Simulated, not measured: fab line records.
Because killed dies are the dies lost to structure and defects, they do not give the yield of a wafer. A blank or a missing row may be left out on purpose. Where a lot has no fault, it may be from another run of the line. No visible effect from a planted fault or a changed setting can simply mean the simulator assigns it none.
Comparing a struck lot with a sound one || flow n5 finfet || 36 out of 1938 route steps
Sound: the wafers L808.2, L808.3, L808.5. Struck: wafer L812.4 (left out: L812.5, a lot-mate that was not struck); the cause follows at the end.
For every step that has rows: the tool of each side, followed by ch and its chambers, followed by its first start. Under that, the readings that differ: sound wafers || struck wafers || difference of the means || sigmas: that difference in standard deviations of wafers without a fault.
alike: words and numbers the same on both sides, and readings whose means are apart by under 2 such deviations; not compared: readings that were withheld, readings missing a value for some wafer, numbers with overlapping values and no deviation given by the record, and bounds like >300 which may hide the same value.
A row with sigmas, a row that says differs or no value, or rows on one side alone: a step with any of these is where the two part. Numbers that don't overlap but have no deviation are shown without sigmas and don't part them. A reading that every wafer of one side lacks parts them only if that side has two wafers or more.

first, 8 steps without rows for these wafers: N5_BEOL_M15_SPUTTER_43 (material TaN, target thk 15 nm, time 24.19 s); N5_BEOL_M15_SPUTTER_44 (material Ta, target thk 15 nm, time 24.19 s); N5_BEOL_M15_SPUTTER_45 (material Cu, target thk 100 nm, time 16.67 s); N5_BEOL_M15_ECD_47 (material Cu, target thk 1860 nm); N5_BEOL_M15_ANNEAL_48 (time 90 s); N5_BEOL_M15_CMP_49 (polishes, stops on SiO2, t overpolish 4.9 s, target thk 850 nm); N5_BEOL_M15_PRE_CLEAN_52 (time 15 s); N5_BEOL_M15_DEP_53 (deposits SiCN from 3MS/NH3, target thk 50 nm, time 17.8 s).
N5_PASSIVATION_PECVD_00: deposits SiO2 from SiH4/N2O, target thk 200 nm, time 11.2 s.
  sound on pecvd-02 ch 1,2, day 14 22:29; struck on pecvd-01 ch 1, day 15 08:54
{"reading": "model.SiO2_of_PASSIVATION_PECVD_00.thk nm (nm)", "sound": "198.8 202.2 202.8", "struck": 213.2, "difference": "+11.9", "sigmas": ""}
  alike: heater power w, showerhead plenum p Torr, throttle valve pct
  not compared: since wet clean h
then, 26 steps without rows for these wafers: N5_MIM_BOT_DEGAS_01 (time 60 s); N5_MIM_BOT_SPUTTER_00 (material TiN, target thk 35 nm, time 89.7 s); N5_MIM_TOP_ALD_00 (deposits Al2O3, purge time 3 s, co reactant pulse time 3 s); N5_MIM_TOP_ALD_01 (deposits HfO2, target thk 5.6 nm, pulse time 1 s, purge time 3 s); N5_MIM_TOP_ALD_02 (deposits Al2O3, purge time 3 s, co reactant pulse time 3 s); N5_MIM_TOP_DEGAS_04 (time 60 s); N5_MIM_TOP_SPUTTER_03 (material TiN, target thk 35 nm, time 89.7 s); N5_MIM_TOP_LITHO_HMDS_01 (time 60 s); N5_MIM_TOP_LITHO_COAT_02; N5_MIM_TOP_LITHO_EBR_04; N5_MIM_TOP_LITHO_SOFTBAKE_03 (time 90 s); N5_MIM_TOP_LITHO_EXPOSE_05 (exposes mask MIM TOP, target cd 2000 nm); N5_MIM_TOP_LITHO_PEB_06; N5_MIM_TOP_LITHO_DEVELOP_07 (develop time 60 s); N5_MIM_TOP_LITHO_HARDBAKE_09 (time 120 s); N5_MIM_TOP_LITHO_DESCUM_10 (chemistry O2, time 7.9 s); N5_MIM_TOP_ETCH_ETCH_00 (etches TiN in Cl2/BCl3, target depth 38.5 nm); N5_MIM_TOP_ETCH_STRIP_01 (strips in O2); N5_MIM_TOP_ETCH_PECVD_03 (deposits SiNx from SiH4/NH3/N2, target thk 20 nm, time 17.6 s); N5_MIM_BOT_LITHO_HMDS_01 (time 60 s); N5_MIM_BOT_LITHO_COAT_02; N5_MIM_BOT_LITHO_EBR_04; N5_MIM_BOT_LITHO_SOFTBAKE_03 (time 90 s); N5_MIM_BOT_LITHO_EXPOSE_05 (exposes mask MIM BOT); N5_MIM_BOT_LITHO_PEB_06; N5_MIM_BOT_LITHO_DEVELOP_07 (develop time 60 s).
N5_MIM_BOT_ETCH_ETCH_00: etches TiN in Cl2/BCl3, target depth 45.5 nm.
  sound on rie metal-02 ch 0,1, day 15 01:54; struck on rie metal-02 ch 0, day 15 11:30
{"reading": "model.SiO2_of_PASSIVATION_PECVD_00.thk nm (nm)", "sound": "196.2 199.6 200.2", "struck": 210.6, "difference": "+11.9", "sigmas": ""}
  alike: drypump motor current A, he backside leak sccm, oes product au, throttle valve pct
  not compared: rf hours counter h

WHERE THEY PART
Nowhere in this record.

WHY: whatever the simulator had introduced
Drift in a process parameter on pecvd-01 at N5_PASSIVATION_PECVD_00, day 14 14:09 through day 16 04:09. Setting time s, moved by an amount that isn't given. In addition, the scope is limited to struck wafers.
